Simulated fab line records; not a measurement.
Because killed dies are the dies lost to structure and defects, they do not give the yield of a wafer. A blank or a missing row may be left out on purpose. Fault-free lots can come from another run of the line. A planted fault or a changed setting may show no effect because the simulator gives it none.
fab line records | flow n5_finfet
record: lots: 7 wafers: 21
route steps=1938 shown BEOL_M7@1308 BEOL_M8@1350 BEOL_M9@1407 BEOL_M10@1509 BEOL_M11@1554 BEOL_M13@1665
start_h: start of the lot's first displayed wafer, in hours after the record's first day | wait_h: how many hours have passed since the lot's step before this one | " repeats the value in the row above | L1.1+2: a row that stands for several wafers | - either no value or no given start | * or withheld: withheld | < > ~ a bound
route shown NAME@n: a module of which the file shows steps, and the number in the route of the first | usual: average and standard deviation across the fault-free wafers | same: alike in all rows | chamber/n: place in a boat | sites: per-site readings | _std_site: standard deviation across them | _edge_site: inner sites' mean taken away from outer sites' mean | radius_mm: for every site, how far away it sits from the centre of the wafer | mask NAME#n: copy n | behind: tool/chamber where the wafer was last shaped | hold: why the lot went on hold/how many hours it stayed there/how the hold came to an end | device: names the non-switching transistor (n, p or np) | end of line: tests run on the same wafers once the route is complete | a step without rows: its recipe alone | killed: dies lost to structure and defects at the first sort, not the wafer's yield | map: shows each die of a wafer: x if killed, . if not, _ if none is there
set.NAME: the run value of the setting; set.NAME@STEP: its run value at that earlier step | model.NAME: the simulator's own value behind a step, which no gauge read
lots run with intentionally changed settings; tables by step, rows by wafer
== steps ==
step: N5_BEOL_M7_TRENCH_ETCH_37
recipe: chemistry: C4F6/O2 target_depth_a: 934.78 target: SiCOH_lowk time_s: 31.2 ion_energy_ev: 250 pressure_mtorr: 30 source_w: 345 bias_w: 185 Ar_flow_sccm: 300 C4F6_flow_sccm: 10 O2_flow_sccm: 10
columns lot.wafer tool chamber start_h wait_h set.time_s model.BEOL_M7.feature_depth_nm model.etch.depth_nm
L076.3 rie_diel-03 0 - - 31.2 94.4 94.46
L076.4+5 " 2,3 " " 31.2 93.6 93.54
L079.1 rie_diel-03 2 - - 25.57 78.2 78.21
L079.5 " 2 " " 25.57 77.4 77.41
L079.6 " 1 " " 31.2 91 90.94
L085.1 rie_diel-03 3 - - 31.2 93.4 93.48
L085.3 " 1 " " 25.23 72.2 72.25
L085.5 " 0 " " 25.23 77.4 77.48
L086.1 rie_diel-03 1 - - 31.2 90.4 90.47
L086.2 " 2 " " 34.42 104.4 104.5
L086.3 " 3 " " 34.42 104.2 104.1
L087.3 rie_diel-05 1 - - 31.2 93.6 93.57
L087.4 " 0 " " 31.2 93.2 93.3
L087.5 " 2 " " 31.2 91.8 91.85
L089.1 rie_diel-06 3 - - 31.2 92.8 92.74
L089.4 " 0 " " 31.2 91.4 91.42
L089.5 " 2 " " 31.2 94.8 94.84
L088.3 rie_diel-06 2 - - 31.2 95.4 95.4
L088.4 " 1 " " 31.2 93.6 93.56
L088.5 " 1 " " 31.2 93.6 93.6
step: N5_BEOL_M7_ETCH_41
recipe: chemistry: CH3F/O2 target: SiCN target_depth_a: 319 taper_deg: 2 time_s: 57.8 ion_energy_ev: 120 mask_material: TiN pressure_mtorr: 30 source_w: 395 bias_w: 75 Ar_flow_sccm: 150 CH3F_flow_sccm: 30 O2_flow_sccm: 20
step: N5_BEOL_M7_STRIP_80
recipe: chemistry: N2/H2 time_s: 10 power_w: 450 temp_c: 40 pressure_mtorr: 20 rf_frequency_hz: 6e+07 bias_power_w: 7 n2_flow_sccm: 200 h2_flow_sccm: 200
step: N5_BEOL_M7_OCD_MEAS_38
usual: trench_depth_nm: 93.6/1.9
columns lot.wafer tool chamber start_h wait_h set.time_s@BEOL_M7_TRENCH_ETCH_37 trench_depth_nm
L076.3 ocd-02 - 214.33 - 31.2 94.3
L076.4 " - " " 31.2 93.5
L076.5 " - " " 31.2 93.4
L079.1 ocd-02 - 240.95 - 25.57 78.1
L079.5 " - " " 25.57 77.7
L079.6 " - " " 31.2 91.0
L085.1 ocd-02 - 283.30 - 31.2 93.5
L085.3 " - " " 25.23 72.5
L085.5 " - " " 25.23 77.8
L086.1 ocd-02 - 283.70 - 31.2 90.1
L086.2 " - " " 34.42 104.7
L086.3 " - " " 34.42 104.3
L087.3 ocd-02 - 283.73 - 31.2 94.1
L087.4 " - " " 31.2 92.6
L087.5 " - " " 31.2 91.9
L089.1 ocd-01 - 302.33 - 31.2 92.6
L089.4 " - " " 31.2 91.6
L089.5 " - " " 31.2 94.3
L088.3 ocd-01 - 304.13 - 31.2 95.3
L088.4 " - " " 31.2 93.9
L088.5 " - " " 31.2 93.5
step: N5_BEOL_M7_HM_STRIP_39
recipe: chemistry: peroxide_tin_strip material: TiN target_depth_a: 250 temp_c: 50 time_s: 158
step: N5_BEOL_M7_SRD_40
recipe: time_s: 30 temp_c: 23 rinse_liquid: diw dry: ipa_marangoni
step: N5_BEOL_M7_ECD_50
recipe: material: Cu target_thk_a: 3000
step: N5_BEOL_M7_ANNEAL_51
recipe: temp_c: 225 time_s: 90 ambient: N2
step: N5_BEOL_M7_CMP_52
recipe: stop_on: SiCOH_lowk t_overpolish_s: 6.9 down_force_psi: 1 platen_rpm: 50 clearing_platen_down_force_psi: 1.5 clearing_platen_rpm: 50 post_cmp_clean: cu_alkaline target_thk_nm: 80 clearing_platen_pad_velocity_m_s: 0.99484 pad_velocity_m_s: 0.99484
columns lot.wafer tool chamber start_h wait_h set.time_s@BEOL_M7_TRENCH_ETCH_37 model.Cu_of_BEOL_M7_ECD_50.thk_nm
L076.4 cmp-02 1 218.15 0.3 31.2 79.2
L076.3 " 0 " " 31.2 81
L076.5 " 1 " " 31.2 78.8
L079.1 cmp-01 3 244.82 0.3 25.57 64.2
L079.5 " 3 " " 25.57 62.6
L079.6 " 0 " " 31.2 76.8
L085.3 cmp-01 0 284.96 0.2 25.23 58
L085.1 " 1 " " 31.2 79.4
L085.5 " 3 " " 25.23 62.8
L086.2 cmp-02 2 285.28 0.2 34.42 88.8
L086.3 " 0 " " 34.42 89.4
L086.1 " 1 " " 31.2 74.6
L087.4 cmp-03 0 285.35 0.2 31.2 82
L087.3 " 1 " " 31.2 81
L087.5 " 3 " " 31.2 79.2
L089.4 cmp-01 0 305.16 0.2 31.2 76.6
L089.1 " 2 " " 31.2 80.2
L089.5 " 3 " " 31.2 80.8
L088.4 cmp-01 0 305.84 0.2 31.2 78.4
L088.3 " 1 " " 31.2 82.8
L088.5 " 3 " " 31.2 78.6
step: N5_BEOL_M7_THK_MEAS_53
recipe: thk_meas_gauge: xrf reads: Cu_of_BEOL_M7_ECD_50
usual: M7_THK: 79.2/2.4
columns lot.wafer tool chamber start_h wait_h set.time_s@BEOL_M7_TRENCH_ETCH_37 M7_THK[nm]
L076.3 film_metro-02 - 218.45 - 31.2 81.0
L076.4 " - " " 31.2 78.9
L076.5 " - " " 31.2 78.6
L079.1 film_metro-01 - 245.11 - 25.57 63.0
L079.5 " - " " 25.57 61.6
L079.6 " - " " 31.2 75.8
L085.1 film_metro-02 - 285.18 - 31.2 79.7
L085.3 " - " " 25.23 58.8
L085.5 " - " " 25.23 63.3
L086.1 film_metro-01 - 285.58 - 31.2 73.2
L086.2 " - " " 34.42 86.9
L086.3 " - " " 34.42 87.8
L087.3 film_metro-02 - 285.60 - 31.2 81.2
L087.4 " - " " 31.2 82.1
L087.5 " - " " 31.2 79.1
L089.1 film_metro-01 - 305.42 - 31.2 78.3
L089.4 " - " " 31.2 75.0
L089.5 " - " " 31.2 79.0
L088.3 film_metro-01 - 306.10 - 31.2 81.7
L088.4 " - " " 31.2 77.6
L088.5 " - " " 31.2 77.8
step: N5_BEOL_M7_PRE_CLEAN_55
recipe: gas: NH3 time_s: 15 temp_c: withheld rf_power_w: 300
step: N5_BEOL_M7_DEP_56
recipe: material: SiCN target_thk_a: 100 temp_c: withheld precursor: 3MS/NH3 pressure_torr: 3 rf_w: 202 time_s: 17.5
step: N5_BEOL_M7_RS_MEAS_57
recipe: thk_meas_gauge: four-point-probe reads: Cu_of_BEOL_M7_ECD_50+Co_of_BEOL_M7_CVD_78+TaN_of_BEOL_M7_ALD_77
usual: M7_RS: 0.287/0.0098
columns lot.wafer tool chamber start_h wait_h set.time_s@BEOL_M7_TRENCH_ETCH_37 M7_RS[ohm/sq]
L076.3 film_metro-02 - 218.58 0.1 31.2 0.283
L076.4 " - " " 31.2 0.289
L076.5 " - " " 31.2 0.292
L079.1 film_metro-01 - 245.24 0.1 25.57 0.372
L079.5 " - " " 25.57 0.384
L079.6 " - " " 31.2 0.300
L085.1 film_metro-01 - 285.31 0.1 31.2 0.289
L085.3 " - " " 25.23 0.420
L085.5 " - " " 25.23 0.382
L086.1 film_metro-02 - 285.71 0.1 31.2 0.311
L086.2 " - " " 34.42 0.254
L086.3 " - " " 34.42 0.251
L087.3 film_metro-02 - 285.74 0.1 31.2 0.282
L087.4 " - " " 31.2 0.277
L087.5 " - " " 31.2 0.289
L089.1 film_metro-02 - 305.55 0.1 31.2 0.285
L089.4 " - " " 31.2 0.301
L089.5 " - " " 31.2 0.283
L088.3 film_metro-02 - 306.23 0.1 31.2 0.275
L088.4 " - " " 31.2 0.293
L088.5 " - " " 31.2 0.292
step: N5_BEOL_M8_ETCH_62
recipe: chemistry: N2/H2 target: SOC target_depth_a: 1100 overetch_a: 220 mask_material: SiARC temp_c: 40 time_s: 165 ion_energy_ev: 200 pressure_mtorr: 30 source_w: 840 bias_w: 150 n2_flow_sccm: 200 h2_flow_sccm: 200
usual: rf_vpp_V: 523.3/2.6
columns lot.wafer tool chamber start_h wait_h set.source_w rf_vpp_V
L076.3 rie_diel-01 3 221.36 0.0 840 520.4
L076.4 " 0 " " 840 522.4
L076.5 " 3 " " 840 521.5
L079.1 rie_diel-01 2 246.95 0.0 840 524.2
L079.5 " 3 " " 840 520.7
L079.6 " 0 " " 840 522.1
L085.1 rie_diel-01 2 290.77 0.0 743.7 545.2
L085.3 " 0 " " 840 520.8
L085.5 " 0 " " 743.7 541.8
L086.1 rie_diel-02 0 290.99 0.0 840 522.4
L086.2 " 2 " " 968.5 497.0
L086.3 " 3 " " 840 527.7
L087.3 rie_diel-01 0 291.16 0.0 840 522.9
L087.4 " 3 " " 840 519.9
L087.5 " 1 " " 840 527.8
L089.1 rie_diel-04 1 308.23 0.0 840 521.1
L089.4 " 2 " " 840 525.4
L089.5 " 1 " " 917.2 506.6
L088.3 rie_diel-01 0 308.75 0.0 840 523.1
L088.4 " 3 " " 741.1 542.5
L088.5 " 3 " " 741.1 542.7
step: N5_BEOL_M9_COAT_60
recipe: resist: SiARC temp_c: 220 time_s: 60 spin_rpm: 1500 resist_thk_nm: 30
columns lot.wafer tool chamber start_h wait_h set.spin_rpm model.SiARC_of_BEOL_M9_COAT_60.thk_nm
L076.3 litho_track-02 0 - - 1500 30
L076.4 " 0 " " 1500 30.2
L076.5 " 0 " " 1638 28.8
L079.1 litho_track-03 0 - - 1565 29.4
L079.5+6 " 0 " " 1500 30
L087.3+4+5 litho_track-01 0 - - 1500 30
L086.1+2 litho_track-02 0 - - 1381 31.4
L086.3 " 0 " " 1500 30
L085.1+5 litho_track-01 0 - - 1500 30
L085.3 " 0 " " 1500 29.8
L089.1 litho_track-01 0 - - 1626 28.8
L089.4 " 0 " " 1500 30
L089.5 " 0 " " 1626 29
L088.3+4+5 litho_track-02 0 - - 1500 30
step: N5_BEOL_M9_COAT_05
recipe: resist: CAR-ArF spin_rpm: 1500 resist_thk_nm: 90
step: N5_BEOL_M9_EBR_07
recipe: solvent: PGMEA ebr_width_mm: 1.5
step: N5_BEOL_M9_DESCUM_16
recipe: chemistry: O2 time_s: 7.9 source_power_w: 50 bias_power_w: 20 pressure_mtorr: 20 rf_frequency_hz: 2.712e+07 temp_c: 40 resist: CAR-ArF o2_flow_sccm: 225
step: N5_BEOL_M9_ETCH_61
recipe: chemistry: CF4 target: SiARC target_depth_a: 390 mask_material: CAR-ArF time_s: 65 ion_energy_ev: 80 pressure_mtorr: 40 source_w: 545 bias_w: 36 Ar_flow_sccm: 100 cf4_flow_sccm: 100 ends: cleared
columns lot.wafer tool chamber start_h wait_h set.spin_rpm@BEOL_M9_COAT_60 model.etch.depth_nm model.CAR-ArF_of_BEOL_M9_COAT_05.thk_nm
L076.3 rie_diel-03 2 231.41 0.0 1500 30.02 55.2
L076.4 " 0 " " 1500 30.11 55.2
L076.5 " 3 " " 1638 28.77 56.6
L079.1 rie_diel-06 0 254.83 0.0 1565 29.39 55.8
L079.5 " 3 " " 1500 30.09 55.2
L079.6 " 0 " " 1500 30.06 55.6
L087.3 rie_diel-03 0 299.35 0.0 1500 30.01 55.6
L087.4 " 3 " " 1500 29.96 56
L087.5 " 1 " " 1500 30.04 55.4
L086.1 rie_diel-06 0 299.40 0.0 1381 31.36 54.4
L086.2 " 3 " " 1381 31.39 54
L086.3 " 2 " " 1500 30.02 55.4
L085.1+5 rie_diel-03 3,0 299.61 0.0 1500 29.92 55.8
L085.3 " 1 " " 1500 29.85 55.6
L089.1 rie_diel-03 0 315.42 0.0 1626 28.8 56.6
L089.4 " 1 " " 1500 30.02 55.8
L089.5 " 3 " " 1626 28.92 56.6
L088.3 rie_diel-03 2 317.91 0.0 1500 30.06 55.8
L088.4 " 0 " " 1500 30.02 55.8
L088.5 " 0 " " 1500 29.98 56
step: N5_BEOL_M9_ETCH_62
recipe: chemistry: N2/H2 target: SOC target_depth_a: 1100 overetch_a: 220 mask_material: SiARC temp_c: 40 time_s: 165 ion_energy_ev: 200 pressure_mtorr: 30 source_w: 840 bias_w: 150 n2_flow_sccm: 200 h2_flow_sccm: 200
columns lot.wafer tool chamber start_h wait_h set.time_s
L076.3+4+5 rie_diel-03 2,0,3 231.46 0.0 165
L079.1+5 rie_diel-06 0,3 254.88 0.0 165
L079.6 " 0 " " 134.1
L087.3+4+5 rie_diel-03 0,3,1 299.40 0.0 165
L086.1+2 rie_diel-06 0,3 299.45 0.0 165
L086.3 " 2 " " 199.3
L085.1 rie_diel-03 3 299.66 0.0 165
L085.3+5 " 1,0 " " 132.8
L089.1 rie_diel-03 0 315.47 0.0 165
L089.4+5 " 1,3 " " 174.7
L088.3 rie_diel-03 2 317.96 0.0 165
L088.4+5 " 0 " " 152.4
step: N5_BEOL_M9_STRIP_68
recipe: chemistry: N2/H2 temp_c: 40 n2_flow_sccm: 200 h2_flow_sccm: 200 rf_frequency_hz: 6e+07
step: N5_BEOL_M9_STRIP_67
recipe: chemistry: CF4 resist: SiARC power_w: 300 bias_power_w: 75 pressure_mtorr: 50 cf4_flow_sccm: 150 rf_frequency_hz: 6e+07
step: N5_BEOL_M9_HM_OPEN_17
recipe: chemistry: Cl2/BCl3 target_depth_a: 200 overetch_a: 60 target: TiN mask_material: SOC ion_energy_ev: 150 pressure_mtorr: 10 icp_w: 1000 bias_w: 126 Cl2_flow_sccm: 53.25 bcl3_flow_sccm: 21.75 Ar_flow_sccm: 25
columns lot.wafer tool chamber start_h wait_h set.time_s@BEOL_M9_ETCH_62 model.etch.depth_nm
L076.3 rie_metal-02 1 231.67 0.1 165 20.05
L076.4 " 0 " " 165 20.08
L076.5 " 0 " " 165 19.89
L079.1 rie_metal-01 0 255.06 0.0 165 19.73
L079.5 " 1 " " 165 19.83
L079.6 " 0 " " 134.1 19.7
L087.3 rie_metal-03 0 299.62 0.1 165 19.88
L087.4 " 1 " " 165 20.06
L087.5 " 0 " " 165 20.04
L086.1 rie_metal-01 0 299.64 0.0 165 20.01
L086.2 " 1 " " 165 20.3
L086.3 " 1 " " 199.3 16.97
L085.1 rie_metal-02 0 299.84 0.0 165 20.59
L085.3 " 0 " " 132.8 20.35
L085.5 " 0 " " 132.8 20.36
L089.1 rie_metal-03 0 315.66 0.0 165 20.23
L089.4 " 1 " " 174.7 18.99
L089.5 " 0 " " 174.7 18.98
L088.3 rie_metal-01 1 318.18 0.1 165 19.78
L088.4+5 " 0 " " 152.4 19.44
step: N5_BEOL_M10_VIA_ETCH_34
recipe: chemistry: C4F6/O2 target: SiCOH_lowk target_depth_a: 1845 mask_material: SOC taper_deg: 4 time_s: 69.2 ion_energy_ev: 250 pressure_mtorr: 30 source_w: 345 bias_w: 185 Ar_flow_sccm: 300 C4F6_flow_sccm: 10 O2_flow_sccm: 10
columns lot.wafer tool chamber start_h wait_h set.time_s model.etch.depth_nm
L076.3 rie_diel-01 0 240.20 0.0 69.2 185.2
L076.4 " 1 " " 69.2 185.9
L076.5 " 3 " " 69.2 180.6
L079.1 rie_diel-02 3 304.11 0.0 59.34 158
L079.5 " 0 " " 69.2 180.1
L079.6 " 3 " " 59.34 158.2
L085.1 rie_diel-02 0 308.08 0.0 69.2 178
L085.3 " 1 " " 62.4 166.5
L085.5 " 0 " " 69.2 178.1
L087.3 rie_diel-01 0 309.92 0.0 69.2 184.7
L087.4 " 3 " " 69.2 184.3
L087.5 " 1 " " 69.2 187.3
L086.1 rie_diel-04 3 310.25 0.0 64.37 168.5
L086.2 " 2 " " 64.37 167.6
L086.3 " 0 " " 64.37 171.4
L089.1 rie_diel-02 3 330.74 0.0 62.93 168.6
L089.4 " 2 " " 62.93 170.7
L089.5 " 1 " " 69.2 182.1
L088.3 rie_diel-04 3 332.45 0.0 69.2 181.8
L088.4 " 2 " " 69.2 181.4
L088.5 " 1 " " 69.2 179.7
step: N5_BEOL_M10_ETCH_41
recipe: chemistry: CH3F/O2 target: SiCN target_depth_a: 426 taper_deg: 2 time_s: 86 ion_energy_ev: 120 mask_material: TiN pressure_mtorr: 30 source_w: 395 bias_w: 75 Ar_flow_sccm: 150 CH3F_flow_sccm: 30 O2_flow_sccm: 20
usual: rf_vpp_V: 296.9/1.5
columns lot.wafer tool chamber start_h wait_h set.source_w rf_vpp_V
L076.3 rie_diel-01 0 - - 395 297.6
L076.4 " 1 " " 395 299.0
L076.5 " 3 " " 395 295.8
L079.1 rie_diel-02 3 - - 395 297.6
L079.5 " 0 " " 395 296.5
L079.6 " 3 " " 395 299.8
L085.1 rie_diel-02 0 - - 395 295.5
L085.3 " 1 " " 395 294.8
L085.5 " 0 " " 395 296.9
L087.3 rie_diel-01 0 - - 395 295.3
L087.4 " 3 " " 395 294.6
L087.5 " 1 " " 395 299.1
L086.1 rie_diel-04 3 - - 395 299.2
L086.2 " 2 " " 395 296.3
L086.3 " 0 " " 395 296.0
L089.1 rie_diel-02 3 - - 395 299.6
L089.4 " 2 " " 395 295.3
L089.5 " 1 " " 395 295.7
L088.3 rie_diel-04 3 - - 465.6 281.5
L088.4 " 2 " " 465.6 281.4
L088.5 " 1 " " 465.6 279.1
step: N5_BEOL_M11_ETCH_62
recipe: chemistry: N2/H2 target: SOC target_depth_a: 1100 overetch_a: 220 mask_material: SiARC temp_c: 40 time_s: 165 ion_energy_ev: 200 pressure_mtorr: 30 source_w: 840 bias_w: 150 n2_flow_sccm: 200 h2_flow_sccm: 200
columns lot.wafer tool chamber start_h wait_h set.time_s model.SiARC_of_BEOL_M11_COAT_60.thk_nm
L076.3 rie_diel-03 0 246.72 0.0 141.3 24.2
L076.4 " 2 " " 165 23.4
L076.5 " 1 " " 141.3 24.8
L079.1 rie_diel-05 1 311.05 0.0 165 23.6
L079.5+6 " 1,0 " " 178.1 23.2
L085.1 rie_diel-06 2 314.39 0.0 139.5 24.4
L085.3 " 1 " " 165 23.6
L085.5 " 3 " " 165 23.8
L087.3+5 rie_diel-06 1 314.64 0.0 165 23.4
L087.4 " 0 " " 165 23.8
L086.1 rie_diel-06 1 317.69 0.0 165 23.6
L086.2 " 0 " " 130.1 25.2
L086.3 " 2 " " 130.1 24.8
L089.1 rie_diel-06 0 337.66 0.0 131.4 25
L089.4 " 3 " " 165 23.4
L089.5 " 1 " " 131.4 24.8
L088.3 rie_diel-03 3 339.02 0.0 165 23.4
L088.4+5 " 1 " " 165 24
step: N5_BEOL_M13_EXPOSE_07
recipe: mask_id: V12 na: 0.93 source_shape: conventional sigma_outer: 0.6 polarization: unpolarized attpsm_phase_deg: 180 dose_mj: 24.8
columns lot.wafer tool chamber start_h wait_h mask set.dose_mj
L076.3+4+5 krf_scanner-01 0 259.27 - V12#0 24.8
L079.1+6 krf_scanner-02 0 326.31 - V12#0 24.8
L079.5 " 0 " " V12#0 24.31
L085.1+5 krf_scanner-02 0 335.42 - V12#0 23.89
L085.3 " 0 " " V12#0 24.8
L087.3+4+5 krf_scanner-01 0 339.11 - V12#0 24.8
L086.1 krf_scanner-01 0 344.62 - V12#0 24.8
L086.2+3 " 0 " " V12#0 25.42
L088.3 krf_scanner-01 0 355.49 - V12#0 25.53
L088.4+5 " 0 " " V12#0 24.8
L089.1 krf_scanner-01 0 356.06 - V12#0 24.8
L089.4+5 " 0 " " V12#0 25.99
step: N5_BEOL_M13_PEB_08
recipe: peb_temp_c: 130 peb_time_s: 90
step: N5_BEOL_M13_DEVELOP_09
recipe: develop_time_s: 45 rinse_liquid: diw dry: air_spin dev_temp_c: 21
step: N5_BEOL_M13_HARDBAKE_14
recipe: temp_c: 130 time_s: 120
step: N5_BEOL_M13_CD_MEAS_10
recipe: target_cd_nm: 190 landing_energy_ev: 500 detector: se_inlens polarity: opening
usual: cd_nm: 191.5/1.1
columns lot.wafer tool chamber start_h wait_h set.dose_mj@BEOL_M13_EXPOSE_07 cd_nm
L076.3 cd_sem-02 0 259.43 - 24.8 192.7
L076.4 " 0 " " 24.8 192.9
L076.5 " 0 " " 24.8 192.7
L079.1 cd_sem-01 0 326.48 - 24.8 190.0
L079.5 " 0 " " 24.31 189.5
L079.6 " 0 " " 24.8 191.3
L085.1 cd_sem-02 0 335.59 - 23.89 188.6
L085.3 " 0 " " 24.8 192.2
L085.5 " 0 " " 23.89 187.6
L087.3 cd_sem-03 0 339.28 - 24.8 192.7
L087.4 " 0 " " 24.8 190.8
L087.5 " 0 " " 24.8 191.2
L086.1 cd_sem-01 0 344.79 - 24.8 192.0
L086.2 " 0 " " 25.42 194.3
L086.3 " 0 " " 25.42 195.0
L088.3 cd_sem-03 0 355.66 - 25.53 196.7
L088.4 " 0 " " 24.8 193.8
L088.5 " 0 " " 24.8 192.7
L089.1 cd_sem-03 0 356.23 - 24.8 190.8
L089.4 " 0 " " 25.99 197.4
L089.5 " 0 " " 25.99 196.9
== key ==
split: step: N5_BEOL_M7_TRENCH_ETCH_37 setting: time_s stated: 31.2 by: wafer
response: step: N5_BEOL_M7_TRENCH_ETCH_37 reading: model.BEOL_M7.feature_depth_nm change: +0.924 per: 1% r: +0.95
response: step: N5_BEOL_M7_TRENCH_ETCH_37 reading: model.etch.depth_nm change: +0.922 per: 1% r: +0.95
response: step: N5_BEOL_M7_OCD_MEAS_38 reading: trench_depth_nm change: +0.921 per: 1% r: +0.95
response: step: N5_BEOL_M7_CMP_52 reading: model.Cu_of_BEOL_M7_ECD_50.thk_nm change: +0.946 per: 1% r: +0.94
response: step: N5_BEOL_M7_THK_MEAS_53 reading: M7_THK change: +0.936 per: 1% r: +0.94
response: step: N5_BEOL_M7_RS_MEAS_57 reading: M7_RS change: -0.0052 per: 1% r: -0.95
split: step: N5_BEOL_M8_ETCH_62 setting: source_w stated: 840 by: wafer
response: step: N5_BEOL_M8_ETCH_62 reading: rf_vpp_V change: -1.82 per: 1% r: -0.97
split: step: N5_BEOL_M9_COAT_60 setting: spin_rpm stated: 1500 by: wafer
response: step: N5_BEOL_M9_COAT_60 reading: model.SiARC_of_BEOL_M9_COAT_60.thk_nm change: -0.147 per: 1% r: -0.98
response: step: N5_BEOL_M9_ETCH_61 reading: model.etch.depth_nm change: -0.149 per: 1% r: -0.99
response: step: N5_BEOL_M9_ETCH_61 reading: model.CAR-ArF_of_BEOL_M9_COAT_05.thk_nm change: +0.13 per: 1% r: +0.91
split: step: N5_BEOL_M9_ETCH_62 setting: time_s stated: 165 by: wafer
response: step: N5_BEOL_M9_HM_OPEN_17 reading: model.etch.depth_nm shape: bent at_lowest: 20.36 at_stated: 20.04 at_highest: 16.97
split: step: N5_BEOL_M10_VIA_ETCH_34 setting: time_s stated: 69.2 by: wafer
response: step: N5_BEOL_M10_VIA_ETCH_34 reading: model.etch.depth_nm change: +1.41 per: 1% r: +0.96
split: step: N5_BEOL_M10_ETCH_41 setting: source_w stated: 395 by: lot
response: step: N5_BEOL_M10_ETCH_41 reading: rf_vpp_V change: -0.909 per: 1% r: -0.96
split: step: N5_BEOL_M11_ETCH_62 setting: time_s stated: 165 by: wafer
response: step: N5_BEOL_M11_ETCH_62 reading: model.SiARC_of_BEOL_M11_COAT_60.thk_nm change: -0.0656 per: 1% r: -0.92
split: step: N5_BEOL_M13_EXPOSE_07 setting: dose_mj stated: 24.8 by: wafer
response: step: N5_BEOL_M13_CD_MEAS_10 reading: cd_nm change: +1.17 per: 1% r: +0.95
